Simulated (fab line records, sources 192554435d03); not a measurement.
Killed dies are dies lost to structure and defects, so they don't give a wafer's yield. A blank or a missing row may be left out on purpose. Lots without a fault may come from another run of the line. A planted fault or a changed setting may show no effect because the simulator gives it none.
fab line records | flow n5_finfet
record lots=24 wafers=72 last_day=18
route steps=1938 shown BEOL_M2@863
lots that met no fault: from a run of the same line without faults
start_h: hours from the record's first day to the start of the lot's first wafer shown | wait_h: hours since the lot's step before | " the same as in the row above | L1.1+2: a row that stands for several wafers | - no value, or no start given | * or withheld: withheld | < > ~ a bound
route shown NAME@n: a module of which the file shows steps, and the number in the route of the first | usual: mean/standard deviation of fault-free wafers | same: alike in all rows | chamber/n: place in a boat | sites: the reading at each site | _std_site: their standard deviation | _edge_site: outer sites' mean less inner sites' | radius_mm: how far each site lies from the wafer's centre | mask NAME#n: copy n | behind: the tool/chamber that last shaped the wafer | hold: why the lot was held/for how many hours/how that ended | device: the transistor (n, p or np) that didn't switch | end of line: the same wafers' tests at the end of the route | a step without rows: its recipe alone | killed: dies lost to structure and defects at the first sort, not the wafer's yield | map: a wafer's dies, x killed, . not, _ none there
set.NAME: the setting as run; set.NAME@STEP: as run at that earlier step | model.NAME: the simulator's own value behind a step, which no gauge read
steps of the route over a sample of lots; a table a step, a row a wafer
services: from which hour (start_h, from the record's first day; less than 0 if before it) a tool's chamber was out of use, for how many hours, and why
## steps
# step N5_BEOL_M2_STRIP_66
# recipe chemistry=CF4 resist=SiARC power_w=300 bias_power_w=75 pressure_mtorr=50 cf4_flow_sccm=150 rf_frequency_hz=6e+07
# usual cf4_flow_sccm=150.1/0.48 drypump_motor_current_A=5.8/0.51 oes_product_au=0.77/0.083 rf_vpp_V=271.7/1.5 showerhead_plenum_p_Torr=1.82/0.06 throttle_valve_pct=13.56/0.25
# columns lot.wafer tool chamber start_h wait_h cf4_flow_sccm drypump_motor_current_A oes_product_au rf_hours_counter_h rf_vpp_V showerhead_plenum_p_Torr throttle_valve_pct
L074.3 rie_diel-06 3 135.93 0.0 149.7 5.7 0.91 17 274.9 1.90 13.30
L074.4 " 1 " " 150.3 5.9 0.68 - 269.3 1.71 14.14
L074.5 " 0 " " 149.5 5.8 0.68 - 269.8 1.77 13.95
L075.1 rie_diel-02 1 141.07 0.0 150.0 6.5 0.82 72 274.5 1.90 13.32
L075.3 " 0 " " 150.3 6.3 0.74 158 271.0 1.79 13.40
L075.6 " 1 " " 150.1 6.6 0.82 - 274.1 1.90 13.30
L076.1 rie_diel-05 0 149.31 0.0 150.0 5.9 0.93 12 270.6 1.76 13.12
L076.3 " 2 " " 149.4 5.5 0.93 4 273.2 1.91 13.34
L076.4 " 3 " " 149.5 4.8 0.71 184 271.6 1.86 13.71
L077.1 rie_diel-05 3 152.72 0.0 150.4 4.8 0.70 186 273.2 1.86 13.70
L077.3 " 1 " " 150.0 5.2 0.83 67 271.2 1.83 13.77
L077.6 " 3 " " 150.2 4.8 0.71 - 273.3 1.86 13.69
L079.1 rie_diel-06 1 162.28 0.0 150.0 5.9 0.68 248 268.5 1.70 14.18
L079.4 " 2 " " 150.0 5.0 0.72 177 270.3 1.72 13.88
L079.6 " 2 " " 149.0 5.1 0.72 - 269.4 1.72 13.90
L078.1 rie_diel-05 0 165.34 0.0 149.8 5.9 0.90 21 270.5 1.76 13.15
L078.4 " 2 " " 150.1 5.6 0.91 7 272.7 1.91 13.33
L078.5 " 3 " " 149.7 4.8 0.70 - 273.1 1.86 13.72
L080.1 rie_diel-02 2 170.94 0.0 150.5 5.9 0.73 189 272.2 1.85 13.57
L080.3 " 0 " " 150.3 6.4 0.74 171 270.5 1.78 13.44
L080.5 " 2 " " 149.7 5.9 0.73 - 271.9 1.85 13.57
L081.1 rie_diel-06 2 176.45 0.0 150.0 5.1 0.72 182 270.0 1.72 13.91
L081.2 " 3 " " 149.5 5.8 0.86 34 271.3 1.90 13.33
L081.5 " 0 " " 150.0 5.8 0.68 - 270.4 1.77 13.98
L082.1 rie_diel-02 2 189.63 0.0 149.7 5.9 0.73 194 272.7 1.85 13.60
L082.5 " 0 " " 150.2 6.3 0.73 - 271.8 1.78 13.44
L082.6 " 3 " " 151.7 5.8 0.67 - 269.6 1.76 13.74
L083.4 rie_diel-02 3 198.33 0.0 150.8 5.8 0.67 242 270.2 1.76 13.73
L083.5 " 3 " " 150.2 5.8 0.67 - 269.1 1.76 13.73
L083.6 " 0 " " 150.3 6.3 0.73 - 272.0 1.78 13.45
L084.2 rie_diel-02 0 201.76 0.0 149.9 6.3 0.73 182 271.6 1.78 13.45
L084.4 " 2 " " 149.8 5.9 0.72 200 271.5 1.85 13.60
L084.5 " 3 " " 149.5 5.8 0.66 - 270.9 1.76 13.75
L085.2 rie_diel-02 0 210.85 0.0 150.6 6.3 0.73 186 271.9 1.78 13.46
L085.4 " 2 " " 149.4 5.9 0.72 204 271.3 1.85 13.59
L085.6 " 3 " " 149.8 5.8 0.66 - 272.4 1.76 13.76
L086.1 rie_diel-05 0 213.74 0.0 149.9 5.9 0.87 38 269.6 1.76 13.16
L086.2 " 1 " " 149.7 5.2 0.80 90 272.1 1.82 13.82
L086.3 " 2 " " 149.7 5.5 0.88 23 273.3 1.91 13.38
L087.1 rie_diel-05 0 218.61 0.0 149.1 5.9 0.87 40 269.2 1.76 13.20
L087.2 " 3 " " 149.7 4.8 0.69 211 271.4 1.85 13.77
L087.6 " 3 " " 150.5 4.8 0.69 - 272.4 1.85 13.78
L088.1 rie_diel-05 0 219.69 0.0 149.6 5.9 0.87 40 271.0 1.75 13.19
L088.4 " 3 " " 150.6 4.8 0.68 212 272.9 1.85 13.79
L088.6 " 2 " " 150.1 5.5 0.86 - 273.8 1.91 13.39
L090.3 rie_diel-02 1 230.46 0.0 150.0 6.6 0.79 98 272.8 1.89 13.38
L090.4 " 0 " " 150.3 6.3 0.73 - 271.2 1.78 13.46
L090.5 " 2 " " 149.7 5.9 0.73 - 272.9 1.85 13.61
L089.2 rie_diel-02 0 231.60 0.0 150.5 6.3 0.73 193 271.8 1.78 13.48
L089.3 " 1 " " 150.2 6.5 0.80 98 273.9 1.89 13.40
L089.5 " 0 " " 150.4 6.3 0.72 - 270.0 1.78 13.48
L091.2 rie_diel-06 3 238.47 0.0 150.3 5.8 0.84 59 273.8 1.89 13.39
L091.4 " 2 " " 150.7 5.1 0.70 208 269.9 1.71 13.96
L091.6 " 2 " " 150.2 5.1 0.70 - 267.2 1.71 13.98
L092.2 rie_diel-05 1 239.99 0.0 150.6 5.2 0.79 100 272.4 1.82 13.84
L092.3 " 0 " " 150.8 5.9 0.85 47 270.7 1.75 13.19
L092.5 " 2 " " 150.3 5.5 0.85 - 273.9 1.90 13.40
L094.1 rie_diel-02 2 253.54 0.0 149.8 5.9 0.71 221 272.4 1.84 13.64
L094.3 " 3 " " 150.7 5.8 0.96 6 270.8 1.76 13.22
L094.4 " 0 " " 149.3 6.4 0.72 202 270.4 1.77 13.49
L093.1 rie_diel-05 2 253.88 0.0 150.1 5.5 0.85 38 274.2 1.90 13.42
L093.4 " 3 " " 149.2 4.9 0.68 224 272.2 1.85 13.79
L093.6 " 0 " " 150.6 5.9 0.86 - 271.3 1.75 13.22
L095.2 rie_diel-02 2 272.11 0.0 149.8 5.9 0.70 226 273.6 1.84 13.66
L095.3 " 0 " " 150.9 6.3 0.72 207 269.3 1.77 13.50
L095.4 " 1 " " 150.1 6.6 0.77 112 273.1 1.88 13.42
L096.3 rie_diel-05 0 272.25 0.0 149.6 5.9 0.84 59 271.8 1.75 13.24
L096.4 " 2 " " 151.0 5.5 0.84 - 273.5 1.90 13.41
L096.5 " 0 " " 150.0 5.9 0.84 - 270.7 1.75 13.22
L097.2 rie_diel-02 1 275.10 0.0 150.4 6.6 0.77 114 272.1 1.88 13.42
L097.3 " 2 " " 150.0 5.9 0.70 228 270.2 1.84 13.66
L097.4 " 3 " " 150.0 5.7 0.92 13 269.5 1.76 13.20
# step N5_BEOL_M2_TRENCH_ETCH_37
# recipe chemistry=C4F6/O2 target_depth_a=555.55 target=SiOC time_s=29.2 ion_energy_ev=250 pressure_mtorr=30 source_w=355 bias_w=185 Ar_flow_sccm=300 C4F6_flow_sccm=10 O2_flow_sccm=10
# usual bias_w=185.0/0.57 drypump_motor_current_A=5.7/0.47 oes_product_au=0.79/0.091 rf_vpp_V=671/7 showerhead_plenum_p_Torr=2.88/0.1 throttle_valve_pct=20.83/0.25
# columns lot.wafer tool chamber start_h wait_h bias_w drypump_motor_current_A oes_product_au rf_hours_counter_h rf_vpp_V showerhead_plenum_p_Torr throttle_valve_pct
L074.3 rie_diel-02 0 - - 184.7 6.3 0.76 158 670 2.84 20.60
L074.4 " 1 " " 184.9 6.6 0.83 72 669 2.98 20.49
L074.5 " 3 " " 185.6 5.8 0.68 - 671 2.81 20.86
L075.1 rie_diel-02 0 - - 185.5 6.4 0.76 159 671 2.84 20.62
L075.3 " 1 " " 184.2 6.6 0.82 73 671 2.98 20.50
L075.6 " 2 " " 184.3 5.9 0.74 - 679 2.94 20.72
L076.1 rie_diel-06 2 - - 184.1 5.1 0.72 174 667 2.72 21.13
L076.3 " 1 " " 186.2 5.9 0.67 244 664 2.69 21.40
L076.4 " 3 " " 185.7 5.7 0.90 26 676 3.02 20.68
L077.1 rie_diel-02 3 - - 185.1 5.7 0.68 224 671 2.81 20.86
L077.3 " 0 " " 184.8 6.4 0.75 164 673 2.84 20.61
L077.6 " 2 " " 185.0 5.9 0.74 - 680 2.94 20.73
L079.1 rie_diel-06 0 - - 185.0 5.8 0.69 229 655 2.80 21.18
L079.4 " 3 " " 184.7 5.8 0.90 31 677 3.02 20.70
L079.6 " 2 " " 184.7 5.1 0.73 - 665 2.72 21.15
L078.1 rie_diel-05 0 - - 184.3 5.9 0.92 22 663 2.78 20.44
L078.4 " 1 " " 183.4 5.2 0.83 75 683 2.88 21.09
L078.5 " 0 " " 185.3 5.9 0.92 - 663 2.78 20.44
L080.1 rie_diel-02 2 - - 185.6 5.9 0.73 190 679 2.93 20.75
L080.3 " 1 " " 185.4 6.6 0.83 79 670 2.98 20.50
L080.5 " 2 " " 185.3 5.9 0.73 - 678 2.93 20.75
L081.1 rie_diel-02 0 - - 185.1 6.4 0.75 176 670 2.83 20.63
L081.2 " 1 " " 184.9 6.6 0.81 83 670 2.98 20.50
L081.5 " 0 " " 183.8 6.4 0.75 - 671 2.83 20.63
L082.1 rie_diel-06 2 - - 184.7 5.1 0.71 190 666 2.71 21.17
L082.5 " 0 " " 185.2 5.8 0.67 - 654 2.80 21.20
L082.6 " 1 " " 184.8 5.9 0.98 - 677 3.03 21.06
L083.4 rie_diel-06 2 - - 184.9 5.1 0.72 - 666 2.71 21.16
L083.5 " 1 " " 185.2 5.9 0.99 - 676 3.03 21.05
L083.6 " 3 " " 184.0 5.7 0.87 - 677 3.01 20.72
L084.2 rie_diel-05 3 - - 183.8 4.8 0.69 209 670 2.93 20.91
L084.4 " 1 " " 184.3 5.2 0.81 88 683 2.87 21.11
L084.5 " 0 " " 185.2 5.9 0.89 - 661 2.78 20.46
L085.2 rie_diel-02 2 - - 184.3 5.9 0.71 205 680 2.93 20.76
L085.4 " 1 " " 185.0 6.6 0.81 92 670 2.98 20.52
L085.6 " 2 " " 184.9 5.9 0.72 - 679 2.93 20.77
L086.1 rie_diel-05 3 - - 185.3 4.9 0.68 211 669 2.93 20.90
L086.2 " 1 " " 184.9 5.2 0.82 91 684 2.87 21.11
L086.3 " 2 " " 185.1 5.5 0.88 25 671 3.02 20.69
L087.1 rie_diel-06 1 - - 184.9 5.9 0.95 16 675 3.02 21.08
L087.2 " 0 " " 185.7 5.8 0.67 242 656 2.80 21.20
L087.6 " 2 " " 184.8 5.1 0.71 - 665 2.71 21.19
L088.1 rie_diel-05 1 - - 185.6 5.2 0.80 93 682 2.87 21.13
L088.4 " 2 " " 184.1 5.5 0.87 26 670 3.02 20.68
L088.6 " 3 " " 184.5 4.9 0.68 - 668 2.93 20.91
L090.3 rie_diel-05 1 - - 184.1 5.2 0.80 98 683 2.86 21.14
L090.4 " 3 " " 184.9 4.8 0.68 217 671 2.93 20.91
L090.5 " 3 " " 184.2 4.9 0.68 - 671 2.93 20.92
L089.2 rie_diel-05 1 - - 185.2 5.2 0.79 99 684 2.86 21.13
L089.3 " 2 " " 184.8 5.6 0.86 32 673 3.01 20.71
L089.5 " 1 " " 184.4 5.2 0.80 - 681 2.86 21.13
L091.2 rie_diel-05 1 - - 185.2 5.2 0.79 101 683 2.86 21.14
L091.4 " 3 " " 185.6 4.9 0.67 220 670 2.93 20.91
L091.6 " 1 " " 184.5 5.2 0.80 - 682 2.86 21.13
L092.2 rie_diel-05 3 - - 185.8 4.8 0.68 220 671 2.93 20.92
L092.3 " 1 " " 183.7 5.2 0.80 101 681 2.86 21.13
L092.5 " 1 " " 185.1 5.2 0.80 - 682 2.86 21.12
L094.1 rie_diel-05 0 - - 185.2 5.9 0.87 55 662 2.77 20.50
L094.3 " 2 " " 185.9 5.5 0.85 40 672 3.01 20.72
L094.4 " 1 " " 184.4 5.2 0.79 107 682 2.86 21.13
L093.1 rie_diel-05 0 - - 185.5 5.9 0.87 55 660 2.77 20.49
L093.4 " 1 " " 185.2 5.2 0.78 107 682 2.86 21.14
L093.6 " 1 " " 185.7 5.2 0.79 - 682 2.86 21.13
L095.2 rie_diel-02 2 - - 184.4 5.9 0.70 227 680 2.92 20.78
L095.3 " 3 " " 186.1 5.8 0.93 13 670 2.79 20.54
L095.4 " 1 " " 185.7 6.6 0.79 113 669 2.97 20.57
L096.3 rie_diel-06 1 - - 184.4 5.9 0.90 39 674 3.01 21.10
L096.4 " 0 " " 184.6 5.8 0.94 3 655 2.79 20.84
L096.5 " 0 " " 184.6 5.8 0.94 - 654 2.79 20.84
L097.2 rie_diel-06 1 - - 184.4 5.9 0.90 40 675 3.01 21.10
L097.3 " 3 " " 185.0 5.7 0.83 78 676 2.99 20.77
L097.4 " 2 " " 185.4 5.1 0.69 227 664 2.70 21.22
# step N5_BEOL_M2_STRIP_97
# recipe chemistry=N2/H2 time_s=10 power_w=450 temp_c=40 pressure_mtorr=20 rf_frequency_hz=6e+07 bias_power_w=7 n2_flow_sccm=200 h2_flow_sccm=200
# usual drypump_motor_current_A=5.7/0.47 oes_product_au=0.79/0.092 rf_vpp_V=59.2/0.92 showerhead_plenum_p_Torr=2.58/0.098 throttle_valve_pct=23.7/0.31
# columns lot.wafer tool chamber start_h wait_h drypump_motor_current_A oes_product_au rf_hours_counter_h rf_vpp_V showerhead_plenum_p_Torr throttle_valve_pct
L074.3 rie_diel-02 0 - - 6.4 0.76 158 58.9 2.53 23.3
L074.4 " 1 " " 6.5 0.83 72 60.2 2.68 23.4
L074.5 " 3 " " 5.8 0.69 - 57.3 2.51 23.6
L075.1 rie_diel-02 0 - - 6.4 0.75 159 58.1 2.53 23.3
L075.3 " 1 " " 6.6 0.83 73 60.7 2.68 23.4
L075.6 " 2 " " 5.9 0.73 - 59.4 2.63 23.6
L076.1 rie_diel-06 2 - - 5.1 0.73 174 58.4 2.42 24.0
L076.3 " 1 " " 5.9 0.67 244 58.9 2.40 24.5
L076.4 " 3 " " 5.8 0.91 26 59.3 2.70 23.6
L077.1 rie_diel-02 3 - - 5.8 0.68 224 58.3 2.51 23.7
L077.3 " 0 " " 6.4 0.75 164 59.8 2.53 23.3
L077.6 " 2 " " 5.9 0.74 - 60.3 2.63 23.6
L079.1 rie_diel-06 0 - - 5.8 0.68 229 58.8 2.51 24.2
L079.4 " 3 " " 5.8 0.90 31 58.6 2.70 23.6
L079.6 " 2 " " 5.1 0.73 - 58.8 2.42 24.0
L078.1 rie_diel-05 0 - - 5.9 0.92 22 58.6 2.48 23.4
L078.4 " 1 " " 5.2 0.82 75 59.8 2.58 24.0
L078.5 " 0 " " 5.9 0.92 - 59.8 2.48 23.4
L080.1 rie_diel-02 2 - - 6.0 0.73 190 60.0 2.63 23.7
L080.3 " 1 " " 6.6 0.83 79 59.4 2.68 23.4
L080.5 " 2 " " 5.9 0.73 - 60.6 2.63 23.7
L081.1 rie_diel-02 0 - - 6.3 0.74 176 56.5 2.53 23.3
L081.2 " 1 " " 6.6 0.81 83 59.2 2.68 23.4
L081.5 " 0 " " 6.4 0.73 - 58.6 2.53 23.3
L082.1 rie_diel-06 2 - - 5.1 0.71 190 58.6 2.42 24.0
L082.5 " 0 " " 5.8 0.68 - 59.2 2.50 24.2
L082.6 " 1 " " 5.9 0.98 - 59.7 2.72 24.2
L083.4 rie_diel-06 2 - - 5.1 0.71 - 58.4 2.42 24.0
L083.5 " 1 " " 5.9 0.97 - 59.6 2.72 24.2
L083.6 " 3 " " 5.8 0.87 - 60.1 2.69 23.6
L084.2 rie_diel-05 3 - - 4.9 0.69 209 59.8 2.63 23.7
L084.4 " 1 " " 5.2 0.81 88 59.6 2.57 24.1
L084.5 " 0 " " 5.9 0.89 - 59.3 2.47 23.4
L085.2 rie_diel-02 2 - - 5.9 0.72 205 58.0 2.62 23.7
L085.4 " 1 " " 6.6 0.80 92 59.3 2.67 23.4
L085.6 " 2 " " 5.9 0.72 - 59.7 2.62 23.7
L086.1 rie_diel-05 3 - - 4.8 0.68 211 59.5 2.63 23.7
L086.2 " 1 " " 5.2 0.80 91 57.4 2.57 24.0
L086.3 " 2 " " 5.6 0.89 25 57.8 2.71 23.3
L087.1 rie_diel-06 1 - - 5.9 0.94 16 58.4 2.71 24.2
L087.2 " 0 " " 5.8 0.68 242 59.5 2.50 24.2
L087.6 " 2 " " 5.1 0.71 - 59.6 2.41 24.0
L088.1 rie_diel-05 1 - - 5.2 0.80 93 58.9 2.57 24.1
L088.4 " 2 " " 5.5 0.89 27 60.0 2.71 23.4
L088.6 " 3 " " 4.9 0.68 - 59.2 2.63 23.7
L090.3 rie_diel-05 1 - - 5.2 0.80 98 59.7 2.57 24.0
L090.4 " 3 " " 4.8 0.67 218 58.5 2.63 23.7
L090.5 " 3 " " 4.8 0.68 - 58.3 2.63 23.7
L089.2 rie_diel-05 1 - - 5.2 0.81 99 60.1 2.57 24.1
L089.3 " 2 " " 5.5 0.87 32 58.7 2.70 23.4
L089.5 " 1 " " 5.2 0.80 - 59.3 2.57 24.1
L091.2 rie_diel-05 1 - - 5.2 0.80 101 59.1 2.57 24.1
L091.4 " 3 " " 4.9 0.68 220 60.2 2.63 23.7
L091.6 " 1 " " 5.2 0.80 - 59.9 2.57 24.1
L092.2 rie_diel-05 3 - - 4.9 0.67 220 59.7 2.63 23.7
L092.3 " 1 " " 5.2 0.79 101 57.9 2.57 24.1
L092.5 " 1 " " 5.2 0.80 - 59.6 2.57 24.1
L094.1 rie_diel-05 0 - - 5.9 0.87 55 58.0 2.46 23.4
L094.3 " 2 " " 5.5 0.86 40 62.6 2.70 23.4
L094.4 " 1 " " 5.2 0.79 107 61.2 2.56 24.1
L093.1 rie_diel-05 0 - - 5.9 0.87 55 59.0 2.46 23.4
L093.4 " 1 " " 5.2 0.79 107 59.1 2.56 24.1
L093.6 " 1 " " 5.2 0.78 - 58.6 2.57 24.1
L095.2 rie_diel-02 2 - - 5.9 0.70 227 58.4 2.61 23.7
L095.3 " 3 " " 5.7 0.93 13 59.2 2.49 23.3
L095.4 " 1 " " 6.6 0.79 113 60.7 2.67 23.4
L096.3 rie_diel-06 1 - - 5.9 0.89 39 59.7 2.70 24.2
L096.4 " 0 " " 5.8 0.94 3 59.6 2.50 23.9
L096.5 " 0 " " 5.8 0.94 - 59.7 2.50 23.9
L097.2 rie_diel-06 1 - - 5.9 0.89 40 58.8 2.70 24.2
L097.3 " 3 " " 5.7 0.83 78 59.8 2.68 23.6
L097.4 " 2 " " 5.1 0.69 227 59.2 2.40 24.1
# step N5_BEOL_M2_CD_MEAS_35
# recipe target_cd_nm=18 target_cd_y_nm=22.2 polarity=opening
# usual cd_nm=18.0/0.32
# columns lot.wafer tool chamber start_h wait_h cd_nm
L074.3 cd_sem-01 - 140.68 0.0 17.6
L074.4 " - " " 18.2
L074.5 " - " " 17.8
L075.1 cd_sem-02 - 144.14 0.0 18.5
L075.3 " - " " 18.6
L075.6 " - " " 18.7
L076.1 cd_sem-01 - 154.87 0.0 17.5
L076.3 " - " " 17.6
L076.4 " - " " 17.8
L077.1 cd_sem-02 - 157.99 0.0 18.1
L077.3 " - " " 18.0
L077.6 " - " " 17.4
L079.1 cd_sem-02 - 169.20 0.0 17.7
L079.4 " - " " 17.7
L079.6 " - " " 17.8
L078.1 cd_sem-02 - 169.52 0.0 17.8
L078.4 " - " " 17.9
L078.5 " - " " 18.2
L080.1 cd_sem-01 - 174.23 0.0 17.6
L080.3 " - " " 17.8
L080.5 " - " " 17.6
L081.1 cd_sem-01 - 184.31 0.0 18.0
L081.2 " - " " 18.0
L081.5 " - " " 17.4
L082.1 cd_sem-02 - 194.82 0.0 18.5
L082.5 " - " " 18.1
L082.6 " - " " 18.4
L083.4 cd_sem-01 - 202.01 0.0 17.5
L083.5 " - " " 18.0
L083.6 " - " " 17.9
L084.2 cd_sem-03 - 210.07 0.0 18.0
L084.4 " - " " 18.0
L084.5 " - " " 18.0
L085.2 cd_sem-01 - 213.10 0.0 17.8
L085.4 " - " " 17.5
L085.6 " - " " 17.8
L086.1 cd_sem-01 - 218.00 0.0 18.0
L086.2 " - " " 17.6
L086.3 " - " " 18.1
L087.1 cd_sem-01 - 220.35 0.0 17.8
L087.2 " - " " 18.2
L087.6 " - " " 17.5
L088.1 cd_sem-01 - 223.36 0.0 18.2
L088.4 " - " " 17.8
L088.6 " - " " 18.4
L090.3 cd_sem-03 - 237.83 0.0 18.2
L090.4 " - " " 17.8
L090.5 " - " " 18.6
L089.2 cd_sem-02 - 239.28 0.0 18.1
L089.3 " - " " 18.1
L089.5 " - " " 18.3
L091.2 cd_sem-02 - 243.53 0.0 18.5
L091.4 " - " " 17.6
L091.6 " - " " 17.7
L092.2 cd_sem-01 - 245.33 0.0 17.9
L092.3 " - " " 18.0
L092.5 " - " " 18.0
L094.1 cd_sem-03 - 261.30 0.0 18.2
L094.3 " - " " 17.7
L094.4 " - " " 18.3
L093.1 cd_sem-03 - 264.72 0.0 18.4
L093.4 " - " " 18.5
L093.6 " - " " 18.5
L095.2 cd_sem-03 - 274.18 0.0 17.7
L095.3 " - " " 18.0
L095.4 " - " " 18.6
L096.3 cd_sem-02 - 278.61 0.0 17.9
L096.4 " - " " 18.2
L096.5 " - " " 17.6
L097.2 cd_sem-03 - 280.51 0.0 18.4
L097.3 " - " " 18.4
L097.4 " - " " 18.0
# step N5_BEOL_M2_SPUTTER_86
# recipe material=Cu target_thk_a=45 temp_c=-20 chamber_pressure_pa=0.07 power_w=withheld time_s=8.29
# usual chuck_gas_flow_sccm=1.26/0.049 throttle_valve_pct=30.1/0.76
# columns lot.wafer tool chamber start_h wait_h chuck_gas_flow_sccm throttle_valve_pct
L074.3 pvd_sputter-03 - 142.57 0.1 1.25 30.4
L074.4 " - " " 1.22 30.9
L074.5 " - " " 1.24 31.0
L075.1 pvd_sputter-02 - 146.26 0.1 1.27 28.9
L075.3 " - " " 1.27 29.7
L075.6 " - " " 1.28 28.8
L076.1 pvd_sputter-01 - 156.32 0.1 1.29 31.4
L076.3 " - " " 1.29 30.6
L076.4 " - " " 1.29 31.6
L077.1 pvd_sputter-01 - 159.68 0.1 1.27 30.7
L077.3 " - " " 1.33 31.5
L077.6 " - " " 1.24 29.1
L079.1 pvd_sputter-01 - 170.97 0.1 1.15 31.6
L079.4 " - " " 1.21 29.1
L079.6 " - " " 1.24 30.5
L078.1 pvd_sputter-01 - 172.89 0.1 1.21 30.4
L078.4 " - " " 1.27 31.7
L078.5 " - " " 1.36 30.5
L080.1 pvd_sputter-03 - 176.00 0.1 1.32 29.9
L080.3 " - " " 1.23 30.2
L080.5 " - " " 1.29 30.3
L081.1 pvd_sputter-03 - 187.97 0.1 1.32 30.8
L081.2 " - " " 1.31 29.7
L081.5 " - " " 1.25 31.1
L082.1 pvd_sputter-01 - 196.34 0.1 1.28 31.7
L082.5 " - " " 1.27 30.4
L082.6 " - " " 1.27 30.0
L083.4 pvd_sputter-03 - 203.68 0.1 1.26 30.5
L083.5 " - " " 1.29 29.7
L083.6 " - " " 1.16 30.7
L084.2 pvd_sputter-01 - 211.69 0.1 1.29 31.7
L084.4 " - " " 1.29 30.1
L084.5 " - " " 1.20 29.3
L085.2 pvd_sputter-03 - 216.39 0.1 1.19 30.0
L085.4 " - " " 1.30 30.8
L085.6 " - " " 1.26 30.0
L086.1 pvd_sputter-01 - 219.56 0.1 1.22 29.9
L086.2 " - " " 1.27 30.4
L086.3 " - " " 1.28 29.0
L087.1 pvd_sputter-02 - 222.00 0.1 1.21 28.8
L087.2 " - " " 1.21 29.0
L087.6 " - " " 1.31 29.8
L088.1 pvd_sputter-02 - 225.03 0.1 1.28 29.8
L088.4 " - " " 1.23 28.9
L088.6 " - " " 1.32 29.0
L090.3 pvd_sputter-02 - 239.30 0.1 1.30 29.0
L090.4 " - " " 1.39 28.9
L090.5 " - " " 1.21 29.8
L089.2 pvd_sputter-03 - 241.13 0.1 1.22 30.5
L089.3 " - " " 1.31 30.7
L089.5 " - " " 1.23 30.1
L091.2 pvd_sputter-03 - 245.91 0.1 1.23 30.2
L091.4 " - " " 1.32 29.7
L091.6 " - " " 1.21 29.9
L092.2 pvd_sputter-03 - 247.97 0.1 1.25 30.6
L092.3 " - " " 1.23 30.0
L092.5 " - " " 1.31 29.7
L094.1 pvd_sputter-01 - 263.48 0.1 1.21 31.3
L094.3 " - " " 1.31 30.6
L094.4 " - " " 1.16 29.2
L093.1 pvd_sputter-03 - 266.30 0.1 1.28 30.6
L093.4 " - " " 1.22 30.5
L093.6 " - " " 1.25 30.4
L095.2 pvd_sputter-03 - 277.60 0.1 1.30 30.6
L095.3 " - " " 1.25 30.0
L095.4 " - " " 1.33 29.9
L096.3 pvd_sputter-01 - 280.33 0.1 1.22 28.9
L096.4 " - " " 1.19 31.4
L096.5 " - " " 1.22 31.5
L097.2 pvd_sputter-01 - 282.47 0.1 1.32 29.2
L097.3 " - " " 1.24 29.9
L097.4 " - " " 1.21 30.2
# step N5_BEOL_M2_ANNEAL_87
# recipe temp_c=400 time_s=240 ambient=vacuum
# usual heater_power_w=778/67
# columns lot.wafer tool chamber start_h wait_h heater_power_w
L074.3 pvd_sputter-03 - 142.65 0.0 781
L074.4 " - " " 852
L074.5 " - " " 857
L075.1 pvd_sputter-02 - 146.34 0.0 933
L075.3 " - " " 798
L075.6 " - " " 705
L076.1 pvd_sputter-01 - 156.40 0.0 790
L076.3 " - " " 819
L076.4 " - " " 786
L077.1 pvd_sputter-01 - 159.76 0.0 805
L077.3 " - " " 774
L077.6 " - " " 674
L079.1 pvd_sputter-01 - 171.05 0.0 780
L079.4 " - " " 685
L079.6 " - " " 803
L078.1 pvd_sputter-01 - 172.97 0.0 819
L078.4 " - " " 758
L078.5 " - " " 800
L080.1 pvd_sputter-03 - 176.08 0.0 709
L080.3 " - " " 779
L080.5 " - " " 798
L081.1 pvd_sputter-03 - 188.05 0.0 819
L081.2 " - " " 720
L081.5 " - " " 818
L082.1 pvd_sputter-01 - 196.42 0.0 772
L082.5 " - " " 815
L082.6 " - " " 872
L083.4 pvd_sputter-03 - 203.76 0.0 784
L083.5 " - " " 725
L083.6 " - " " 787
L084.2 pvd_sputter-01 - 211.77 0.0 768
L084.4 " - " " 874
L084.5 " - " " 680
L085.2 pvd_sputter-03 - 216.47 0.0 699
L085.4 " - " " 837
L085.6 " - " " 703
L086.1 pvd_sputter-01 - 219.64 0.0 866
L086.2 " - " " 798
L086.3 " - " " 676
L087.1 pvd_sputter-02 - 222.08 0.0 712
L087.2 " - " " 921
L087.6 " - " " 801
L088.1 pvd_sputter-02 - 225.11 0.0 821
L088.4 " - " " 934
L088.6 " - " " 710
L090.3 pvd_sputter-02 - 239.38 0.0 820
L090.4 " - " " 712
L090.5 " - " " 769
L089.2 pvd_sputter-03 - 241.21 0.0 795
L089.3 " - " " 835
L089.5 " - " " 695
L091.2 pvd_sputter-03 - 245.99 0.0 707
L091.4 " - " " 730
L091.6 " - " " 714
L092.2 pvd_sputter-03 - 248.05 0.0 765
L092.3 " - " " 736
L092.5 " - " " 726
L094.1 pvd_sputter-01 - 263.56 0.0 804
L094.3 " - " " 815
L094.4 " - " " 678
L093.1 pvd_sputter-03 - 266.38 0.0 845
L093.4 " - " " 785
L093.6 " - " " 723
L095.2 pvd_sputter-03 - 277.68 0.0 835
L095.3 " - " " 711
L095.4 " - " " 714
L096.3 pvd_sputter-01 - 280.41 0.0 674
L096.4 " - " " 775
L096.5 " - " " 784
L097.2 pvd_sputter-01 - 282.55 0.0 678
L097.3 " - " " 874
L097.4 " - " " 803
## services
# columns tool chamber start_h hours kind
rie_diel-05 2 118.45 - clean
rie_diel-05 2 118.45 - consumable_replace:focus_ring
rie_diel-05 2 118.45 - consumable_replace:showerhead
rie_diel-05 2 118.45 17.9 scheduled_down
rie_diel-05 2 118.45 17.9 vent_cycle
rie_diel-06 1 170.03 - clean
rie_diel-06 1 170.03 - consumable_replace:focus_ring
rie_diel-06 1 170.03 - consumable_replace:showerhead
rie_diel-06 1 170.03 12.2 scheduled_down
rie_diel-06 1 170.03 12.2 vent_cycle
rie_diel-06 0 200.31 15.8 repair
rie_diel-02 3 221.54 - clean
rie_diel-02 3 221.54 - consumable_replace:focus_ring
rie_diel-06 0 247.37 - clean
rie_diel-06 0 247.37 - consumable_replace:focus_ring
rie_diel-06 0 247.37 23.0 scheduled_down
rie_diel-06 0 247.37 23.0 vent_cycle
## key
fault none
